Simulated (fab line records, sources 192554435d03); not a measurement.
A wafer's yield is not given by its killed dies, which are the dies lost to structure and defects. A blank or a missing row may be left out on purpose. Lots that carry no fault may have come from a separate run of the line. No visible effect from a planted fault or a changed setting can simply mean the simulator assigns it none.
Which tool was responsible? :: flow n5 finfet :: 23 lots with 69 wafers sampled at 5 steps, on a route of 1938 steps

== WHAT EACH GAUGE READ, for each wafer ==
N5_BEOL_M5_INSPECT_30: inspects for defects (brightfield). Usual: 442 for raw defect count, sd 100.
lot: L074
measured: day 8 01:24
on: defect inspect-01
raw defect count: 360 320 329
flag: 

lot: L075
measured: day 8 01:59
on: defect inspect-02
raw defect count: 295 301 398
flag: 

lot: L076
measured: day 8 15:47
on: defect inspect-01
raw defect count: 528 485 505
flag: 

lot: L077
measured: day 8 18:35
on: defect inspect-01
raw defect count: 500 553 563
flag: 

lot: L078
measured: day 9 04:52
on: defect inspect-01
raw defect count: 345 558 380
flag: 

lot: L080
measured: day 9 08:45
on: defect inspect-02
raw defect count: 482 621 598
flag: 

lot: L079
measured: day 9 12:04
on: defect inspect-02
raw defect count: 368 415 364
flag: 

lot: L081
measured: day 9 17:49
on: defect inspect-01
raw defect count: 532 431 547
flag: 

lot: L082
measured: day 9 20:20
on: defect inspect-01
raw defect count: 415 498 444
flag: 

lot: L083
measured: day 10 10:25
on: defect inspect-02
raw defect count: 316 269 375
flag: 

lot: L084
measured: day 10 19:31
on: defect inspect-01
raw defect count: 465 409 429
flag: 

lot: L086
measured: day 10 21:37
on: defect inspect-02
raw defect count: 576 405 597
flag: 

lot: L085
measured: day 11 01:32
on: defect inspect-01
raw defect count: 575 545 726
flag: 

lot: L087
measured: day 11 10:43
on: defect inspect-01
raw defect count: 516 503 694
flag: 

lot: L088
measured: day 11 22:58
on: defect inspect-01
raw defect count: 430 477 465
flag: 

lot: L089
measured: day 11 23:01
on: defect inspect-02
raw defect count: 349 461 373
flag: 

lot: L090
measured: day 11 23:04
on: defect inspect-02
raw defect count: 253 370 310
flag: 

lot: L091
measured: day 12 13:46
on: defect inspect-01
raw defect count: 417 327 400
flag: 

lot: L092
measured: day 12 18:05
on: defect inspect-02
raw defect count: 378 452 632
flag: 

lot: L093
measured: day 12 23:19
on: defect inspect-01
raw defect count: 377 348 415
flag: 

lot: L094
measured: day 13 03:20
on: defect inspect-01
raw defect count: 528 378 386
flag: 

lot: L095
measured: day 13 05:22
on: defect inspect-02
raw defect count: 340 407 318
flag: 

lot: L097
measured: day 13 18:51
on: defect inspect-01
raw defect count: 485 338 539
flag: 

== WHAT TOOL EACH LOT RAN ON (gives the tool, then ch and the chambers of the sampled wafers, and finally the start) ==
lot: L074
N5_BEOL_M4_DEP_57: pecvd-01 ch 0,1,2, day 7 21:11
N5_BEOL_M5_ETCH_72: rie diel-03 ch 0,1,2, day 8 00:29
N5_BEOL_M5_STRIP_64: rie diel-03 ch 0,1,2, day 8 00:40
N5_BEOL_M5_HM_OPEN_17: rie metal-03 ch 0,1, day 8 00:44

lot: L075
N5_BEOL_M4_DEP_57: pecvd-03 ch 0,2, day 7 21:55
N5_BEOL_M5_ETCH_72: rie diel-03 ch 1,2, day 8 01:09
N5_BEOL_M5_STRIP_64: rie diel-03 ch 1,2, day 8 01:20
N5_BEOL_M5_HM_OPEN_17: rie metal-01 ch 0,1, day 8 01:24

lot: L076
N5_BEOL_M4_DEP_57: pecvd-03 ch 1,2, day 8 11:34
N5_BEOL_M5_ETCH_72: rie diel-04 ch 0,2,3, day 8 14:51
N5_BEOL_M5_STRIP_64: rie diel-04 ch 0,2,3, day 8 15:02
N5_BEOL_M5_HM_OPEN_17: rie metal-02 ch 0,1, day 8 15:06

lot: L077
N5_BEOL_M4_DEP_57: pecvd-03 ch 0,1,2, day 8 14:22
N5_BEOL_M5_ETCH_72: rie diel-01 ch 0,3, day 8 17:35
N5_BEOL_M5_STRIP_64: rie diel-01 ch 0,3, day 8 17:46
N5_BEOL_M5_HM_OPEN_17: rie metal-02 ch 0,1, day 8 17:48

lot: L078
N5_BEOL_M4_DEP_57: pecvd-01 ch 0,1, day 9 00:51
N5_BEOL_M5_ETCH_72: rie diel-01 ch 1,3, day 9 03:57
N5_BEOL_M5_STRIP_64: rie diel-01 ch 1,3, day 9 04:08
N5_BEOL_M5_HM_OPEN_17: rie metal-01 ch 0,1, day 9 04:10

lot: L080
N5_BEOL_M4_DEP_57: pecvd-03 ch 1,2, day 9 04:19
N5_BEOL_M5_ETCH_72: rie diel-01 ch 1,2, day 9 07:10
N5_BEOL_M5_STRIP_64: rie diel-01 ch 1,2, day 9 07:20
N5_BEOL_M5_HM_OPEN_17: rie metal-01 ch 0,1, day 9 07:23

lot: L079
N5_BEOL_M4_DEP_57: pecvd-03 ch 1,2, day 9 07:36
N5_BEOL_M5_ETCH_72: rie diel-04 ch 0,2,3, day 9 10:30
N5_BEOL_M5_STRIP_64: rie diel-04 ch 0,2,3, day 9 10:41
N5_BEOL_M5_HM_OPEN_17: rie metal-03 ch 1, day 9 10:43

lot: L081
N5_BEOL_M4_DEP_57: pecvd-04 ch 0,1,2, day 9 13:09
N5_BEOL_M5_ETCH_72: rie diel-03 ch 0,1,3, day 9 17:02
N5_BEOL_M5_STRIP_64: rie diel-03 ch 0,1,3, day 9 17:12
N5_BEOL_M5_HM_OPEN_17: rie metal-03 ch 0,1, day 9 17:14

lot: L082
N5_BEOL_M4_DEP_57: pecvd-04 ch 0,1,2, day 9 16:55
N5_BEOL_M5_ETCH_72: rie diel-01 ch 0,2,3, day 9 19:28
N5_BEOL_M5_STRIP_64: rie diel-01 ch 0,2,3, day 9 19:39
N5_BEOL_M5_HM_OPEN_17: rie metal-02 ch 0,1, day 9 19:41

lot: L083
N5_BEOL_M4_DEP_57: pecvd-03 ch 0,1, day 10 06:30
N5_BEOL_M5_ETCH_72: rie diel-01 ch 0,1,3, day 10 09:30
N5_BEOL_M5_STRIP_64: rie diel-01 ch 0,1,3, day 10 09:40
N5_BEOL_M5_HM_OPEN_17: rie metal-03 ch 0,1, day 10 09:45

lot: L084
N5_BEOL_M4_DEP_57: pecvd-03 ch 0,1, day 10 14:17
N5_BEOL_M5_ETCH_72: rie diel-01 ch 1,3, day 10 17:38
N5_BEOL_M5_STRIP_64: rie diel-01 ch 1,3, day 10 17:48
N5_BEOL_M5_HM_OPEN_17: rie metal-01 ch 0,1, day 10 17:52

lot: L086
N5_BEOL_M4_DEP_57: pecvd-03 ch 0,1, day 10 17:25
N5_BEOL_M5_ETCH_72: rie diel-01 ch 0,1,3, day 10 20:41
N5_BEOL_M5_STRIP_64: rie diel-01 ch 0,1,3, day 10 20:52
N5_BEOL_M5_HM_OPEN_17: rie metal-03 ch 0,1, day 10 20:54

lot: L085
N5_BEOL_M4_DEP_57: pecvd-01 ch 1,2, day 10 20:13
N5_BEOL_M5_ETCH_72: rie diel-03 ch 0,3, day 11 00:02
N5_BEOL_M5_STRIP_64: rie diel-03 ch 0,3, day 11 00:12
N5_BEOL_M5_HM_OPEN_17: rie metal-03 ch 0,1, day 11 00:14

lot: L087
N5_BEOL_M4_DEP_57: pecvd-03 ch 0,1,2, day 11 06:29
N5_BEOL_M5_ETCH_72: rie diel-04 ch 0,3, day 11 09:52
N5_BEOL_M5_STRIP_64: rie diel-04 ch 0,3, day 11 10:02
N5_BEOL_M5_HM_OPEN_17: rie metal-02 ch 0,1, day 11 10:07

lot: L088
N5_BEOL_M4_DEP_57: pecvd-03 ch 0,1, day 11 14:07
N5_BEOL_M5_ETCH_72: rie diel-03 ch 1,2, day 11 20:55
N5_BEOL_M5_STRIP_64: rie diel-03 ch 1,2, day 11 21:06
N5_BEOL_M5_HM_OPEN_17: rie metal-03 ch 0,1, day 11 21:08

lot: L089
N5_BEOL_M4_DEP_57: pecvd-03 ch 1,2, day 11 17:13
N5_BEOL_M5_ETCH_72: rie diel-01 ch 0,1,2, day 11 21:07
N5_BEOL_M5_STRIP_64: rie diel-01 ch 0,1,2, day 11 21:17
N5_BEOL_M5_HM_OPEN_17: rie metal-02 ch 0,1, day 11 21:20

lot: L090
N5_BEOL_M4_DEP_57: pecvd-01 ch 0,1,2, day 11 17:29
N5_BEOL_M5_ETCH_72: rie diel-03 ch 0,2,3, day 11 21:09
N5_BEOL_M5_STRIP_64: rie diel-03 ch 0,2,3, day 11 21:19
N5_BEOL_M5_HM_OPEN_17: rie metal-03 ch 0,1, day 11 21:22

lot: L091
N5_BEOL_M4_DEP_57: pecvd-03 ch 0,1,2, day 12 09:41
N5_BEOL_M5_ETCH_72: rie diel-03 ch 1,2, day 12 12:47
N5_BEOL_M5_STRIP_64: rie diel-03 ch 1,2, day 12 12:58
N5_BEOL_M5_HM_OPEN_17: rie metal-03 ch 0,1, day 12 13:01

lot: L092
N5_BEOL_M4_DEP_57: pecvd-03 ch 0,1,2, day 12 12:55
N5_BEOL_M5_ETCH_72: rie diel-03 ch 0,2,3, day 12 16:01
N5_BEOL_M5_STRIP_64: rie diel-03 ch 0,2,3, day 12 16:11
N5_BEOL_M5_HM_OPEN_17: rie metal-02 ch 0,1, day 12 16:14

lot: L093
N5_BEOL_M4_DEP_57: pecvd-04 ch 1,2, day 12 16:43
N5_BEOL_M5_ETCH_72: rie diel-01 ch 2,3, day 12 20:00
N5_BEOL_M5_STRIP_64: rie diel-01 ch 2,3, day 12 20:10
N5_BEOL_M5_HM_OPEN_17: rie metal-02 ch 1, day 12 20:13

lot: L094
N5_BEOL_M4_DEP_57: pecvd-04 ch 0,1,2, day 12 19:14
N5_BEOL_M5_ETCH_72: rie diel-03 ch 1,2,3, day 13 00:56
N5_BEOL_M5_STRIP_64: rie diel-03 ch 1,2,3, day 13 01:07
N5_BEOL_M5_HM_OPEN_17: rie metal-03 ch 0,1, day 13 01:09

lot: L095
N5_BEOL_M4_DEP_57: pecvd-03 ch 0,1, day 13 00:40
N5_BEOL_M5_ETCH_72: rie diel-03 ch 2,3, day 13 04:35
N5_BEOL_M5_STRIP_64: rie diel-03 ch 2,3, day 13 04:45
N5_BEOL_M5_HM_OPEN_17: rie metal-02 ch 0,1, day 13 04:47

lot: L097
N5_BEOL_M4_DEP_57: pecvd-03 ch 0,2, day 13 15:38
N5_BEOL_M5_ETCH_72: rie diel-01 ch 1,2,3, day 13 18:03
N5_BEOL_M5_STRIP_64: rie diel-01 ch 1,2,3, day 13 18:13
N5_BEOL_M5_HM_OPEN_17: rie metal-02 ch 1, day 13 18:16
- N5_BEOL_M4_DEP_57: deposits SiCN from 3MS/NH3, target thk 8 nm, time 14 s.
- N5_BEOL_M5_ETCH_72: etches underlayer in N2/H2, target depth 6.5 nm, time 5.2 s.
- N5_BEOL_M5_STRIP_64: strips in CF4.
- N5_BEOL_M5_HM_OPEN_17: chemistry Cl2/BCl3, target TiN, target depth 20 nm, overetch 6 nm.

== AS READ BY THE TOOLS THEMSELVES (means over the sampled wafers that have a number; for cases with no such wafer, the mark the record gives instead) ==
N5_BEOL_M4_DEP_57. Usual: showerhead plenum p Torr 3.659 Torr, standard deviation 0.0087; throttle valve pct 8.9 %, standard deviation 0.59.
lot: L074
tool: pecvd-01
showerhead plenum p Torr (Torr): 3.663
throttle valve pct (%): 9.1
flag: 

lot: L075
tool: pecvd-03
showerhead plenum p Torr (Torr): 3.666
throttle valve pct (%): 9.1
flag: 

lot: L076
tool: pecvd-03
showerhead plenum p Torr (Torr): 3.662
throttle valve pct (%): 8.4
flag: 

lot: L077
tool: pecvd-03
showerhead plenum p Torr (Torr): 3.662
throttle valve pct (%): 8.8
flag: 

lot: L078
tool: pecvd-01
showerhead plenum p Torr (Torr): 3.655
throttle valve pct (%): 9.7
flag: 

lot: L080
tool: pecvd-03
showerhead plenum p Torr (Torr): 3.657
throttle valve pct (%): 8.7
flag: 

lot: L079
tool: pecvd-03
showerhead plenum p Torr (Torr): 3.656
throttle valve pct (%): 8.4
flag: 

lot: L081
tool: pecvd-04
showerhead plenum p Torr (Torr): 3.659
throttle valve pct (%): 9.3
flag: 

lot: L082
tool: pecvd-04
showerhead plenum p Torr (Torr): 3.658
throttle valve pct (%): 9.2
flag: 

lot: L083
tool: pecvd-03
showerhead plenum p Torr (Torr): 3.657
throttle valve pct (%): 8.2
flag: 

lot: L084
tool: pecvd-03
showerhead plenum p Torr (Torr): 3.652
throttle valve pct (%): 8.4
flag: 

lot: L086
tool: pecvd-03
showerhead plenum p Torr (Torr): 3.660
throttle valve pct (%): 8.8
flag: 

lot: L085
tool: pecvd-01
showerhead plenum p Torr (Torr): 3.659
throttle valve pct (%): 9.6
flag: 

lot: L087
tool: pecvd-03
showerhead plenum p Torr (Torr): 3.655
throttle valve pct (%): 8.7
flag: 

lot: L088
tool: pecvd-03
showerhead plenum p Torr (Torr): 3.654
throttle valve pct (%): 8.6
flag: 

lot: L089
tool: pecvd-03
showerhead plenum p Torr (Torr): 3.655
throttle valve pct (%): 8.7
flag: 

lot: L090
tool: pecvd-01
showerhead plenum p Torr (Torr): 3.663
throttle valve pct (%): 9.0
flag: 

lot: L091
tool: pecvd-03
showerhead plenum p Torr (Torr): 3.662
throttle valve pct (%): 8.7
flag: 

lot: L092
tool: pecvd-03
showerhead plenum p Torr (Torr): 3.658
throttle valve pct (%): 8.8
flag: 

lot: L093
tool: pecvd-04
showerhead plenum p Torr (Torr): 3.662
throttle valve pct (%): 9.2
flag: 

lot: L094
tool: pecvd-04
showerhead plenum p Torr (Torr): 3.657
throttle valve pct (%): 9.2
flag: 

lot: L095
tool: pecvd-03
showerhead plenum p Torr (Torr): 3.659
throttle valve pct (%): 8.8
flag: 

lot: L097
tool: pecvd-03
showerhead plenum p Torr (Torr): 3.659
throttle valve pct (%): 9.1
flag: 

N5_BEOL_M5_ETCH_72. Usual: drypump motor current A 5.7 A, standard deviation 0.37; etch rf on time s 5.22 s, standard deviation 0.12; oes product au 0.65 a.u., standard deviation 0.072; rf vpp V 523.8 V, standard deviation 2.7; showerhead plenum p Torr 2.54 Torr, standard deviation 0.08; throttle valve pct 17.94 %, standard deviation 0.25.
lot: L074
tool: rie diel-03
drypump motor current A (A): 5.6
etch rf on time s (s): 5.27
oes product au (a.u.): 0.63
rf vpp V (V): 523.5
showerhead plenum p Torr (Torr): 2.54
throttle valve pct (%): 18.09
flag: 

lot: L075
tool: rie diel-03
drypump motor current A (A): 5.6
etch rf on time s (s): 5.18
oes product au (a.u.): 0.64
rf vpp V (V): 523.1
showerhead plenum p Torr (Torr): 2.46
throttle valve pct (%): 18.07
flag: 

lot: L076
tool: rie diel-04
drypump motor current A (A): 5.5
etch rf on time s (s): 5.20
oes product au (a.u.): 0.61
rf vpp V (V): 522.1
showerhead plenum p Torr (Torr): 2.52
throttle valve pct (%): 18.01
flag: 

lot: L077
tool: rie diel-01
drypump motor current A (A): 5.6
etch rf on time s (s): 5.38
oes product au (a.u.): 0.61
rf vpp V (V): 522.8
showerhead plenum p Torr (Torr): 2.49
throttle valve pct (%): 17.96
flag: 

lot: L078
tool: rie diel-01
drypump motor current A (A): 5.9
etch rf on time s (s): 5.20
oes product au (a.u.): 0.70
rf vpp V (V): 525.5
showerhead plenum p Torr (Torr): 2.52
throttle valve pct (%): 17.55
flag: 

lot: L080
tool: rie diel-01
drypump motor current A (A): 6.2
etch rf on time s (s): 5.20
oes product au (a.u.): 0.66
rf vpp V (V): 523.9
showerhead plenum p Torr (Torr): 2.55
throttle valve pct (%): 17.84
flag: 

lot: L079
tool: rie diel-04
drypump motor current A (A): 5.4
etch rf on time s (s): 5.16
oes product au (a.u.): 0.60
rf vpp V (V): 522.6
showerhead plenum p Torr (Torr): 2.52
throttle valve pct (%): 18.01
flag: 

lot: L081
tool: rie diel-03
drypump motor current A (A): 5.6
etch rf on time s (s): 5.31
oes product au (a.u.): 0.62
rf vpp V (V): 525.0
showerhead plenum p Torr (Torr): 2.60
throttle valve pct (%): 18.03
flag: 

lot: L082
tool: rie diel-01
drypump motor current A (A): 5.8
etch rf on time s (s): 5.25
oes product au (a.u.): 0.68
rf vpp V (V): 523.9
showerhead plenum p Torr (Torr): 2.52
throttle valve pct (%): 17.89
flag: 

lot: L083
tool: rie diel-01
drypump motor current A (A): 5.7
etch rf on time s (s): 5.13
oes product au (a.u.): 0.73
rf vpp V (V): 525.1
showerhead plenum p Torr (Torr): 2.53
throttle valve pct (%): 17.70
flag: 

lot: L084
tool: rie diel-01
drypump motor current A (A): 5.9
etch rf on time s (s): 5.25
oes product au (a.u.): 0.65
rf vpp V (V): 521.9
showerhead plenum p Torr (Torr): 2.48
throttle valve pct (%): 17.74
flag: 

lot: L086
tool: rie diel-01
drypump motor current A (A): 5.7
etch rf on time s (s): 5.21
oes product au (a.u.): 0.71
rf vpp V (V): 522.3
showerhead plenum p Torr (Torr): 2.53
throttle valve pct (%): 17.72
flag: 

lot: L085
tool: rie diel-03
drypump motor current A (A): 5.4
etch rf on time s (s): 5.20
oes product au (a.u.): 0.62
rf vpp V (V): 525.7
showerhead plenum p Torr (Torr): 2.63
throttle valve pct (%): 18.01
flag: 

lot: L087
tool: rie diel-04
drypump motor current A (A): 5.1
etch rf on time s (s): 5.12
oes product au (a.u.): 0.60
rf vpp V (V): 519.9
showerhead plenum p Torr (Torr): 2.44
throttle valve pct (%): 18.27
flag: 

lot: L088
tool: rie diel-03
drypump motor current A (A): 5.7
etch rf on time s (s): 5.30
oes product au (a.u.): 0.62
rf vpp V (V): 522.2
showerhead plenum p Torr (Torr): 2.48
throttle valve pct (%): 18.09
flag: 

lot: L089
tool: rie diel-01
drypump motor current A (A): 5.8
etch rf on time s (s): 5.15
oes product au (a.u.): 0.71
rf vpp V (V): 524.0
showerhead plenum p Torr (Torr): 2.56
throttle valve pct (%): 17.79
flag: 

lot: L090
tool: rie diel-03
drypump motor current A (A): 5.5
etch rf on time s (s): 5.24
oes product au (a.u.): 0.61
rf vpp V (V): 524.9
showerhead plenum p Torr (Torr): 2.57
throttle valve pct (%): 18.10
flag: 

lot: L091
tool: rie diel-03
drypump motor current A (A): 5.7
etch rf on time s (s): 5.24
oes product au (a.u.): 0.61
rf vpp V (V): 523.6
showerhead plenum p Torr (Torr): 2.48
throttle valve pct (%): 18.09
flag: 

lot: L092
tool: rie diel-03
drypump motor current A (A): 5.5
etch rf on time s (s): 5.27
oes product au (a.u.): 0.61
rf vpp V (V): 524.2
showerhead plenum p Torr (Torr): 2.56
throttle valve pct (%): 18.11
flag: 

lot: L093
tool: rie diel-01
drypump motor current A (A): 6.1
etch rf on time s (s): 5.35
oes product au (a.u.): 0.59
rf vpp V (V): 520.4
showerhead plenum p Torr (Torr): 2.49
throttle valve pct (%): 18.02
flag: 

lot: L094
tool: rie diel-03
drypump motor current A (A): 5.5
etch rf on time s (s): 5.22
oes product au (a.u.): 0.61
rf vpp V (V): 523.5
showerhead plenum p Torr (Torr): 2.51
throttle valve pct (%): 18.06
flag: 

lot: L095
tool: rie diel-03
drypump motor current A (A): 5.4
etch rf on time s (s): 5.24
oes product au (a.u.): 0.61
rf vpp V (V): 522.5
showerhead plenum p Torr (Torr): 2.48
throttle valve pct (%): 18.09
flag: 

lot: L097
tool: rie diel-01
drypump motor current A (A): 6.0
etch rf on time s (s): 5.25
oes product au (a.u.): 0.64
rf vpp V (V): 521.1
showerhead plenum p Torr (Torr): 2.50
throttle valve pct (%): 17.84
flag: 

N5_BEOL_M5_STRIP_64. Usual: drypump motor current A 5.7 A, standard deviation 0.37; oes product au 0.75 a.u., standard deviation 0.074; rf vpp V 271.2 V, standard deviation 1.5; showerhead plenum p Torr 1.79 Torr, standard deviation 0.051; throttle valve pct 13.71 %, standard deviation 0.24.
lot: L074
tool: rie diel-03
drypump motor current A (A): 5.6
oes product au (a.u.): 0.74
rf vpp V (V): 271.4
showerhead plenum p Torr (Torr): 1.79
throttle valve pct (%): 13.80
flag: 

lot: L075
tool: rie diel-03
drypump motor current A (A): 5.6
oes product au (a.u.): 0.74
rf vpp V (V): 269.8
showerhead plenum p Torr (Torr): 1.75
throttle valve pct (%): 13.82
flag: 

lot: L076
tool: rie diel-04
drypump motor current A (A): 5.4
oes product au (a.u.): 0.70
rf vpp V (V): 270.6
showerhead plenum p Torr (Torr): 1.77
throttle valve pct (%): 13.72
flag: 

lot: L077
tool: rie diel-01
drypump motor current A (A): 5.6
oes product au (a.u.): 0.71
rf vpp V (V): 271.6
showerhead plenum p Torr (Torr): 1.77
throttle valve pct (%): 13.79
flag: 

lot: L078
tool: rie diel-01
drypump motor current A (A): 5.9
oes product au (a.u.): 0.82
rf vpp V (V): 270.6
showerhead plenum p Torr (Torr): 1.79
throttle valve pct (%): 13.33
flag: 

lot: L080
tool: rie diel-01
drypump motor current A (A): 6.2
oes product au (a.u.): 0.77
rf vpp V (V): 272.0
showerhead plenum p Torr (Torr): 1.79
throttle valve pct (%): 13.54
flag: 

lot: L079
tool: rie diel-04
drypump motor current A (A): 5.5
oes product au (a.u.): 0.69
rf vpp V (V): 270.9
showerhead plenum p Torr (Torr): 1.77
throttle valve pct (%): 13.73
flag: 

lot: L081
tool: rie diel-03
drypump motor current A (A): 5.6
oes product au (a.u.): 0.73
rf vpp V (V): 272.4
showerhead plenum p Torr (Torr): 1.83
throttle valve pct (%): 13.81
flag: 

lot: L082
tool: rie diel-01
drypump motor current A (A): 5.8
oes product au (a.u.): 0.81
rf vpp V (V): 271.6
showerhead plenum p Torr (Torr): 1.78
throttle valve pct (%): 13.64
flag: 

lot: L083
tool: rie diel-01
drypump motor current A (A): 5.7
oes product au (a.u.): 0.83
rf vpp V (V): 270.9
showerhead plenum p Torr (Torr): 1.79
throttle valve pct (%): 13.47
flag: 

lot: L084
tool: rie diel-01
drypump motor current A (A): 5.9
oes product au (a.u.): 0.76
rf vpp V (V): 270.3
showerhead plenum p Torr (Torr): 1.75
throttle valve pct (%): 13.52
flag: 

lot: L086
tool: rie diel-01
drypump motor current A (A): 5.7
oes product au (a.u.): 0.83
rf vpp V (V): 270.2
showerhead plenum p Torr (Torr): 1.79
throttle valve pct (%): 13.47
flag: 

lot: L085
tool: rie diel-03
drypump motor current A (A): 5.4
oes product au (a.u.): 0.72
rf vpp V (V): 272.2
showerhead plenum p Torr (Torr): 1.85
throttle valve pct (%): 13.89
flag: 

lot: L087
tool: rie diel-04
drypump motor current A (A): 5.1
oes product au (a.u.): 0.68
rf vpp V (V): 269.8
showerhead plenum p Torr (Torr): 1.72
throttle valve pct (%): 13.88
flag: 

lot: L088
tool: rie diel-03
drypump motor current A (A): 5.7
oes product au (a.u.): 0.72
rf vpp V (V): 270.1
showerhead plenum p Torr (Torr): 1.76
throttle valve pct (%): 13.85
flag: 

lot: L089
tool: rie diel-01
drypump motor current A (A): 5.8
oes product au (a.u.): 0.82
rf vpp V (V): 271.7
showerhead plenum p Torr (Torr): 1.81
throttle valve pct (%): 13.53
flag: 

lot: L090
tool: rie diel-03
drypump motor current A (A): 5.4
oes product au (a.u.): 0.72
rf vpp V (V): 271.2
showerhead plenum p Torr (Torr): 1.81
throttle valve pct (%): 13.90
flag: 

lot: L091
tool: rie diel-03
drypump motor current A (A): 5.6
oes product au (a.u.): 0.72
rf vpp V (V): 269.6
showerhead plenum p Torr (Torr): 1.76
throttle valve pct (%): 13.84
flag: 

lot: L092
tool: rie diel-03
drypump motor current A (A): 5.4
oes product au (a.u.): 0.71
rf vpp V (V): 272.0
showerhead plenum p Torr (Torr): 1.81
throttle valve pct (%): 13.92
flag: 

lot: L093
tool: rie diel-01
drypump motor current A (A): 6.1
oes product au (a.u.): 0.71
rf vpp V (V): 270.0
showerhead plenum p Torr (Torr): 1.76
throttle valve pct (%): 13.76
flag: 

lot: L094
tool: rie diel-03
drypump motor current A (A): 5.5
oes product au (a.u.): 0.71
rf vpp V (V): 270.7
showerhead plenum p Torr (Torr): 1.78
throttle valve pct (%): 13.89
flag: 

lot: L095
tool: rie diel-03
drypump motor current A (A): 5.4
oes product au (a.u.): 0.71
rf vpp V (V): 271.1
showerhead plenum p Torr (Torr): 1.76
throttle valve pct (%): 13.96
flag: 

lot: L097
tool: rie diel-01
drypump motor current A (A): 6.0
oes product au (a.u.): 0.74
rf vpp V (V): 270.4
showerhead plenum p Torr (Torr): 1.77
throttle valve pct (%): 13.60
flag: 

N5_BEOL_M5_HM_OPEN_17. Usual: drypump motor current A 6.0 A, standard deviation 0.45; oes product au 0.69 a.u., standard deviation 0.037; throttle valve pct 22.16 %, standard deviation 0.21.
lot: L074
tool: rie metal-03
drypump motor current A (A): 6.2
oes product au (a.u.): 0.75
throttle valve pct (%): 22.37
flag: 

lot: L075
tool: rie metal-01
drypump motor current A (A): 5.8
oes product au (a.u.): 0.69
throttle valve pct (%): 22.07
flag: 

lot: L076
tool: rie metal-02
drypump motor current A (A): 6.0
oes product au (a.u.): 0.67
throttle valve pct (%): 21.98
flag: 

lot: L077
tool: rie metal-02
drypump motor current A (A): 5.6
oes product au (a.u.): 0.70
throttle valve pct (%): 22.03
flag: 

lot: L078
tool: rie metal-01
drypump motor current A (A): 5.8
oes product au (a.u.): 0.67
throttle valve pct (%): 22.11
flag: 

lot: L080
tool: rie metal-01
drypump motor current A (A): 5.8
oes product au (a.u.): 0.67
throttle valve pct (%): 22.10
flag: 

lot: L079
tool: rie metal-03
drypump motor current A (A): 6.1
oes product au (a.u.): 0.77
throttle valve pct (%): 22.50
flag: 

lot: L081
tool: rie metal-03
drypump motor current A (A): 6.4
oes product au (a.u.): 0.72
throttle valve pct (%): 22.22
flag: 

lot: L082
tool: rie metal-02
drypump motor current A (A): 6.0
oes product au (a.u.): 0.67
throttle valve pct (%): 21.99
flag: 

lot: L083
tool: rie metal-03
drypump motor current A (A): 6.4
oes product au (a.u.): 0.72
throttle valve pct (%): 22.20
flag: 

lot: L084
tool: rie metal-01
drypump motor current A (A): 5.8
oes product au (a.u.): 0.66
throttle valve pct (%): 22.10
flag: 

lot: L086
tool: rie metal-03
drypump motor current A (A): 6.4
oes product au (a.u.): 0.72
throttle valve pct (%): 22.22
flag: 

lot: L085
tool: rie metal-03
drypump motor current A (A): 6.2
oes product au (a.u.): 0.74
throttle valve pct (%): 22.36
flag: 

lot: L087
tool: rie metal-02
drypump motor current A (A): 6.0
oes product au (a.u.): 0.66
throttle valve pct (%): 21.98
flag: 

lot: L088
tool: rie metal-03
drypump motor current A (A): 6.4
oes product au (a.u.): 0.70
throttle valve pct (%): 22.22
flag: 

lot: L089
tool: rie metal-02
drypump motor current A (A): 5.6
oes product au (a.u.): 0.67
throttle valve pct (%): 22.06
flag: 

lot: L090
tool: rie metal-03
drypump motor current A (A): 6.3
oes product au (a.u.): 0.72
throttle valve pct (%): 22.38
flag: 

lot: L091
tool: rie metal-03
drypump motor current A (A): 6.4
oes product au (a.u.): 0.70
throttle valve pct (%): 22.23
flag: 

lot: L092
tool: rie metal-02
drypump motor current A (A): 6.0
oes product au (a.u.): 0.66
throttle valve pct (%): 22.01
flag: 

lot: L093
tool: rie metal-02
drypump motor current A (A): 5.2
oes product au (a.u.): 0.69
throttle valve pct (%): 22.13
flag: 

lot: L094
tool: rie metal-03
drypump motor current A (A): 6.4
oes product au (a.u.): 0.70
throttle valve pct (%): 22.22
flag: 

lot: L095
tool: rie metal-02
drypump motor current A (A): 5.6
oes product au (a.u.): 0.67
throttle valve pct (%): 22.08
flag: 

lot: L097
tool: rie metal-02
drypump motor current A (A): 5.2
oes product au (a.u.): 0.68
throttle valve pct (%): 22.15
flag: 

== THE ANSWER, worked out from the rows above alone ==
Rule: a lot is off if the mean of its wafers that have a number lies more than 3 standard deviations from the usual mean. Also off: a lot with no number at a reading for which 4 or more lots have one. Where the step has rows for the other lots, those lots are counted as sound. After the gauges, taken in route order, come the tools' own readings; for these a lot's mean is taken, as printed above. At the first step where some lot is off, the reading lying furthest off is the one used; lots without a number count as furthest.
No lot is off at any reading shown: from this, nothing can be told.

== WHAT WAS PUT IN BY THE SIMULATOR ==
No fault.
